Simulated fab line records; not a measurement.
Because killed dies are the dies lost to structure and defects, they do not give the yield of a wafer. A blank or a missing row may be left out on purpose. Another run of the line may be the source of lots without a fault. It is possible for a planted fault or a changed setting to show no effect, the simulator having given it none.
fab line records | flow nand_harc
[record] lots = 6 wafers = 18 last_day = 24
route steps=1159 shown A_ONON_D1@432 END@1159
lots untouched by any fault: they come from a run of this same line in which no faults occurred
start_h: start of the lot's first displayed wafer, in hours after the record's first day | wait_h: hours from the lot's prior step to this one | " repeats the value in the row above | L1.1+2: a row that stands for several wafers | - no value, or no start was given | * or withheld: withheld | < > ~ a bound
route shown NAME@n: names a module that has steps shown in the file, with the first one's number in the route | usual: mean and standard deviation over wafers with no fault | same: alike in all rows | chamber/n: place in a boat | sites: per-site readings | _std_site: the values' standard deviation | _edge_site: outer sites' mean less inner sites' | radius_mm: how far each site lies from the wafer's centre | mask NAME#n: copy n | behind: the tool/chamber that last shaped the wafer | hold: why the lot was held/for how many hours/how that ended | device: the transistor (n, p or np) that didn't switch | end of line: tests run on the same wafers once the route is complete | a step without rows: its recipe alone | killed: count of dies lost to structure and defects at first sort (not the wafer's yield) | map: shows each die of a wafer: x if killed, . if not, _ if none is there
set.NAME: the run value of the setting; set.NAME@STEP: its run value at that earlier step | model.NAME: the simulator's own value behind a step, which no gauge read
lots at selected steps of the route; one table per step, one row per wafer
services: from which hour (start_h, from the record's first day; less than 0 if before it) a tool's chamber was out of use, for how many hours, and why
[[steps]]
[step NHARC_A_ONON_D1_DEP_12]
[recipe] target_thk_a = 10000 n2_flow_sccm = 2750 n2o_flow_sccm = 2000 nh3_flow_sccm = 500 sih4_flow_sccm = 210 temp_c = 400
[step NHARC_A_ONON_D1_THK_MEAS_14]
[recipe] thk_meas_gauge = ellipsometry
[usual] thk_nm = 1001/9.6
// columns lot.wafer tool chamber start_h wait_h thk_nm
L199.2 film_metro-02 - 184.55 - 1015
L199.4 " - " " 1014
L199.6 " - " " 1012
L205.1 film_metro-02 - 212.70 - 1004
L205.5 " - " " 1004
L205.6 " - " " 1003
L206.1 film_metro-02 - 252.90 - 989
L206.5 " - " " 989
L206.6 " - " " 990
L216.2 film_metro-01 - 271.84 - 999
L216.4 " - " " 1000
L216.6 " - " " 998
L218.2 film_metro-01 - 288.41 - 990
L218.5 " - " " 991
L218.6 " - " " 991
L217.1 film_metro-02 - 288.42 - 1000
L217.5 " - " " 1000
L217.6 " - " " 1001
[step NHARC_A_ONON_D1_ANNEAL_15]
[recipe] temp_c = 750 time_s = 3600
[step NHARC_A_ONON_D1_DEP_16]
[recipe] target_thk_a = 10000 n2_flow_sccm = 2750 n2o_flow_sccm = 2000 nh3_flow_sccm = 500 sih4_flow_sccm = 210 temp_c = 400
[step NHARC_A_ONON_D1_THK_MEAS_18]
[recipe] thk_meas_gauge = ellipsometry
[usual] thk_nm = 997/10
// columns lot.wafer tool chamber start_h wait_h thk_nm
L199.2 film_metro-01 - 191.67 - 997
L199.4 " - " " 998
L199.6 " - " " 998
L205.1 film_metro-02 - 222.98 - 1011
L205.5 " - " " 1012
L205.6 " - " " 1012
L206.1 film_metro-01 - 260.14 - 980
L206.5 " - " " 981
L206.6 " - " " 981
L216.2 film_metro-02 - 278.93 - 997
L216.4 " - " " 993
L216.6 " - " " 994
L218.2 film_metro-01 - 297.62 - 994
L218.5 " - " " 993
L218.6 " - " " 994
L217.1 film_metro-01 - 297.97 - 1005
L217.5 " - " " 1003
L217.6 " - " " 1004
[step NHARC_A_ONON_D1_DEP_19]
[recipe] target_thk_a = 10000 n2_flow_sccm = 2750 n2o_flow_sccm = 2000 nh3_flow_sccm = 500 sih4_flow_sccm = 210 temp_c = 400
[step NHARC_A_ONON_D1_THK_MEAS_21]
[recipe] thk_meas_gauge = ellipsometry
[usual] thk_nm = 998/11
// columns lot.wafer tool chamber start_h wait_h thk_nm
L199.2 film_metro-01 - 192.24 - 1019
L199.4 " - " " 1018
L199.6 " - " " 1018
L205.1 film_metro-01 - 223.54 - 1013
L205.5 " - " " 1014
L205.6 " - " " 1013
L206.1 film_metro-02 - 260.70 - 1001
L206.5 " - " " 999
L206.6 " - " " 1001
L216.2 film_metro-01 - 279.50 - 996
L216.4 " - " " 997
L216.6 " - " " 996
L218.2 film_metro-01 - 298.18 - 1006
L218.5 " - " " 1005
L218.6 " - " " 1005
L217.1 film_metro-01 - 298.53 - 997
L217.5 " - " " 1000
L217.6 " - " " 998
[step NHARC_A_ONON_D1_DEP_22]
[recipe] target_thk_a = 10000 n2_flow_sccm = 2750 n2o_flow_sccm = 2000 nh3_flow_sccm = 500 sih4_flow_sccm = 210 temp_c = 400
[step NHARC_A_ONON_D1_THK_MEAS_24]
[recipe] thk_meas_gauge = ellipsometry
[usual] thk_nm = 1002/12
// columns lot.wafer tool chamber start_h wait_h thk_nm
L199.2 film_metro-02 - 192.80 - 987
L199.4 " - " " 989
L199.6 " - " " 986
L205.1 film_metro-01 - 224.11 - 1012
L205.5 " - " " 1012
L205.6 " - " " 1011
L206.1 film_metro-02 - 261.27 - 1002
L206.5 " - " " 1005
L206.6 " - " " 1003
L216.2 film_metro-02 - 280.06 - 994
L216.4 " - " " 990
L216.6 " - " " 993
L218.2 film_metro-01 - 298.74 - 1007
L218.5 " - " " 1005
L218.6 " - " " 1008
L217.1 film_metro-01 - 299.10 - 1017
L217.5 " - " " 1016
L217.6 " - " " 1017
[step NHARC_A_ONON_D1_DEP_25]
[recipe] target_thk_a = 10000 n2_flow_sccm = 2750 n2o_flow_sccm = 2000 nh3_flow_sccm = 500 sih4_flow_sccm = 210 temp_c = 400
[step NHARC_A_ONON_D1_THK_MEAS_27]
[recipe] thk_meas_gauge = ellipsometry
[usual] thk_nm = 997/12
// columns lot.wafer tool chamber start_h wait_h thk_nm
L199.2 film_metro-02 - 193.38 - 969
L199.4 " - " " 970
L199.6 " - " " 968
L205.1 film_metro-02 - 224.67 - 986
L205.5 " - " " 986
L205.6 " - " " 986
L206.1 film_metro-01 - 261.83 - 1018
L206.5 " - " " 1018
L206.6 " - " " 1018
L216.2 film_metro-01 - 280.65 - 987
L216.4 " - " " 986
L216.6 " - " " 986
L218.2 film_metro-01 - 299.31 - 1007
L218.5 " - " " 1005
L218.6 " - " " 1008
L217.1 film_metro-01 - 299.67 - 1016
L217.5 " - " " 1014
L217.6 " - " " 1014
[step NHARC_A_ONON_D1_DEP_28]
[recipe] target_thk_a = 10000 n2_flow_sccm = 2750 n2o_flow_sccm = 2000 nh3_flow_sccm = 500 sih4_flow_sccm = 210 temp_c = 400
[usual] n2_flow_sccm = 2751/8.6
// columns lot.wafer tool chamber start_h wait_h n2_flow_sccm
L199.2 pecvd_onon-02 0 193.49 0.1 2749
L199.4 " 0 " " 2749
L199.6 " 0 " " 2757
L205.1 pecvd_onon-02 0 224.73 0.1 2736
L205.5 " 0 " " 2741
L205.6 " 0 " " 2741
L206.1 pecvd_onon-02 0 261.88 0.1 2763
L206.5 " 0 " " 2748
L206.6 " 0 " " 2773
L216.2 pecvd_onon-01 0 280.77 0.1 2741
L216.4 " 0 " " 2752
L216.6 " 0 " " 2751
L218.2 pecvd_onon-01 0 299.42 0.1 2756
L218.5 " 0 " " 2754
L218.6 " 0 " " 2743
L217.1 pecvd_onon-01 0 299.72 0.1 2758
L217.5 " 0 " " 2743
L217.6 " 0 " " 2743
[step NHARC_A_ONON_D1_THK_MEAS_30]
[recipe] thk_meas_gauge = ellipsometry
[usual] thk_nm = 998/10
// columns lot.wafer tool chamber start_h wait_h thk_nm
L199.2 film_metro-01 - 193.94 - 1000
L199.4 " - " " 999
L199.6 " - " " 997
L205.1 film_metro-01 - 225.24 - 1007
L205.5 " - " " 671
L205.6 " - " " 1006
L206.1 film_metro-01 - 262.39 - 991
L206.5 " - " " 655
L206.6 " - " " 991
L216.2 film_metro-01 - 281.23 - 995
L216.4 " - " " 997
L216.6 " - " " 994
L218.2 film_metro-01 - 299.87 - 993
L218.5 " - " " 993
L218.6 " - " " 993
L217.1 film_metro-01 - 300.23 - 994
L217.5 " - " " 997
L217.6 " - " " 995
[step NHARC_A_ONON_D1_DEP_33]
[recipe] target_thk_a = 2000 temp_c = 400 pressure_torr = 6.5 rf_w = 900 teos_flow_sccm = 161.4 flow_sccm = 2650 target_thk_nm = 200 gas = O2 material = SiO2
[usual] heater_power_outer_w = 323/67 heater_power_w = 591/86 throttle_valve_pct = 16.2/0.58
// columns lot.wafer tool chamber start_h wait_h heater_power_outer_w heater_power_w throttle_valve_pct
L199.2 pecvd-01 0 194.04 0.1 270 544 16.4
L199.6 " 2 " " 323 566 15.5
L199.4 " 0 " " 279 540 16.6
L205.1 pecvd-01 1 225.35 0.1 287 534 15.8
L205.5 " 1 " " 290 541 16.0
L205.6 " 2 " " 280 505 15.2
L206.1 pecvd-03 0 262.50 0.1 226 421 16.5
L206.5 " 0 " " 232 442 16.3
L206.6 " 1 " " 298 538 15.8
L216.2 pecvd-01 2 281.33 0.1 327 575 15.3
L216.4 " 2 " " 332 587 15.7
L216.6 " 0 " " 277 540 16.3
L218.2 pecvd-02 1 299.93 0.1 251 502 17.2
L218.6 " 1 " " 255 517 17.0
L218.5 " 0 " " 415 682 15.4
L217.1 pecvd-02 1 300.38 0.1 316 596 17.2
L217.5 " 2 " " 287 612 16.6
L217.6 " 0 " " 363 642 15.6
[step NHARC_END_SORT_01]
[recipe] temp_c = 25
[usual] killed_at_array = 29/11 killed_at_other = 0.6/0.92 killed_at_periphery = 3.2/2 killed_dies = 33/11 killed_open = 3.2/2 killed_short = 1.9/1.5
[same] gross_dies = 677
// columns lot.wafer tool chamber start_h wait_h killed_at_array killed_at_other killed_at_periphery killed_dies killed_open killed_short
L205.5 prober-02 0 496.12 3.7 675 0 2 677 3 2
L206.5 prober-01 0 522.57 3.6 672 0 5 677 7 1
// killed by level:class
L205.5 A_ONON_D1:area_dep=655 A_CHANNEL_HOLE_D1:chamber_film_flake=8 A_CONTACT:chamber_film_flake=5 P_ZERO_WELL:chamber_film_flake=2 A_ZERO_WELL:chamber_film_flake=2 A_ONON_D1:geometric_particle:open=1 A_CHANNEL_HOLE_D1:geometric_particle:short=1 A_CHANNEL_FILL_D1:geometric_particle:short=1
L206.5 A_ONON_D1:area_dep=637 A_SLIT:chamber_film_flake=14 A_CHANNEL_HOLE_D1:chamber_film_flake=6 A_CONTACT:chamber_film_flake=4 P_ZERO_WELL:chamber_film_flake=3 P_M0:geometric_particle:open=2 A_ZERO_WELL:chamber_film_flake=2 A_STAIRCASE:chamber_film_flake=2
// map L205.5 (x killed, . not)
____________x____________
_________xxxxxxx_________
_______xxxxxxxxxxx_______
______xxxxxxxxxxxxx______
_____xxxxxxxxxxxxxxx_____
____xxxxxxxxxxxxxxxxx____
____xxxxxxxxxxxxxxxxx____
___xxxxxxxxxxxxxxxxxxx___
___xxxxxxxxxxxxxxxxxxx___
__xxxxxxxxxxxxxxxxxxxxx__
__xxxxxxxxxxxxxxxxxxxxx__
_xxxxxxxxxxxxxxxxxxxxxxx_
_xxxxxxxxxxxxxxxxxxxxxxx_
_xxxxxxxxxxxxxxxxxxxxxxx_
_xxxxxxxxxxxxxxxxxxxxxxx_
_xxxxxxxxxxxxxxxxxxxxxxx_
xxxxxxxxxxxxxxxxxxxxxxxxx
xxxxxxxxxxxxxxxxxxxxxxxxx
xxxxxxxxxxxxxxxxxxxxxxxxx
xxxxxxxxxxxxxxxxxxxxxxxxx
xxxxxxxxxxxxxxxxxxxxxxxxx
_xxxxxxxxxxxxxxxxxxxxxxx_
_xxxxxxxxxxxxxxxxxxxxxxx_
_xxxxxxxxxxxxxxxxxxxxxxx_
_xxxxxxxxxxxxxxxxxxxxxxx_
_xxxxxxxxxxxxxxxxxxxxxxx_
__xxxxxxxxxxxxxxxxxxxxx__
__xxxxxxxxxxxxxxxxxxxxx__
___xxxxxxxxxxxxxxxxxxx___
___xxxxxxxxxxxxxxxxxxx___
____xxxxxxxxxxxxxxxxx____
____xxxxxxxxxxxxxxxxx____
_____xxxxxxxxxxxxxxx_____
______xxxxxxxxxxxxx______
_______xxxxxxxxxxx_______
_________xxxxxxx_________
____________x____________
// map L206.5 (x killed, . not)
____________x____________
_________xxxxxxx_________
_______xxxxxxxxxxx_______
______xxxxxxxxxxxxx______
_____xxxxxxxxxxxxxxx_____
____xxxxxxxxxxxxxxxxx____
____xxxxxxxxxxxxxxxxx____
___xxxxxxxxxxxxxxxxxxx___
___xxxxxxxxxxxxxxxxxxx___
__xxxxxxxxxxxxxxxxxxxxx__
__xxxxxxxxxxxxxxxxxxxxx__
_xxxxxxxxxxxxxxxxxxxxxxx_
_xxxxxxxxxxxxxxxxxxxxxxx_
_xxxxxxxxxxxxxxxxxxxxxxx_
_xxxxxxxxxxxxxxxxxxxxxxx_
_xxxxxxxxxxxxxxxxxxxxxxx_
xxxxxxxxxxxxxxxxxxxxxxxxx
xxxxxxxxxxxxxxxxxxxxxxxxx
xxxxxxxxxxxxxxxxxxxxxxxxx
xxxxxxxxxxxxxxxxxxxxxxxxx
xxxxxxxxxxxxxxxxxxxxxxxxx
_xxxxxxxxxxxxxxxxxxxxxxx_
_xxxxxxxxxxxxxxxxxxxxxxx_
_xxxxxxxxxxxxxxxxxxxxxxx_
_xxxxxxxxxxxxxxxxxxxxxxx_
_xxxxxxxxxxxxxxxxxxxxxxx_
__xxxxxxxxxxxxxxxxxxxxx__
__xxxxxxxxxxxxxxxxxxxxx__
___xxxxxxxxxxxxxxxxxxx___
___xxxxxxxxxxxxxxxxxxx___
____xxxxxxxxxxxxxxxxx____
____xxxxxxxxxxxxxxxxx____
_____xxxxxxxxxxxxxxx_____
______xxxxxxxxxxxxx______
_______xxxxxxxxxxx_______
_________xxxxxxx_________
____________x____________
[[services]]
// columns tool chamber start_h hours kind
pecvd-03 0 171.37 27.8 repair
pecvd-03 - 177.00 0.7 repair
pecvd_onon-01 - 195.16 13.0 pm
pecvd-02 - 206.71 0.5 repair
pecvd-01 - 237.26 13.0 pm
pecvd-01 0 237.26 13.0 vent_cycle
pecvd-01 1 237.26 13.0 vent_cycle
pecvd-01 2 237.26 13.0 vent_cycle
pecvd_onon-02 - 247.08 3.0 repair
pecvd-01 0 250.26 - clean
pecvd-01 1 250.26 - clean
pecvd-01 2 250.26 - clean
pecvd-03 1 258.94 2.9 repair
pecvd_onon-02 - 292.35 13.0 pm
pecvd-03 - 292.36 13.0 pm
pecvd-03 0 292.36 13.0 vent_cycle
pecvd-03 1 292.36 13.0 vent_cycle
pecvd-03 2 292.36 13.0 vent_cycle
[[key]]
[first_sign] step = NHARC_A_ONON_D1_THK_MEAS_30 reading = thk_nm direction = down sigmas = 33 usual = 998 struck = 663
[effect] step = NHARC_END_SORT_01 reading = killed_at_array direction = up sigmas = 61 usual = 29 struck = 674
[more_kills_born_at] NHARC_A_ONON_D1_DEP_28@pecvd_onon-02 = 1292
met_at NHARC_A_ONON_D1_DEP_28
struck_wafers L205.5,L206.5
later_rows_left_out L205.5,L206.5
tester_left_out L205,L206
onset_between 193.49 224.73
[fault] kind = process_parameter_drift tool = pecvd_onon-02 chamber = - onset_h = 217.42 steps = NHARC_A_ONON_D1_DEP_28 channel = target_thk_a offset = * shape = step end_h = 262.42 scope = struck_wafers_only acts_in = * stated = *
// tester_left_out: of these lots the tester's yield and bins aren't shown, on N5 and GAA mostly nor the transistor test; their killed dies are dies lost to structure and defects alone, not to doping, threshold or leakage, so they don't give the yield
// later_rows_left_out: the simulator's readings of these wafers behind a module that went badly wrong aren't trusted and aren't shown, but for the sort
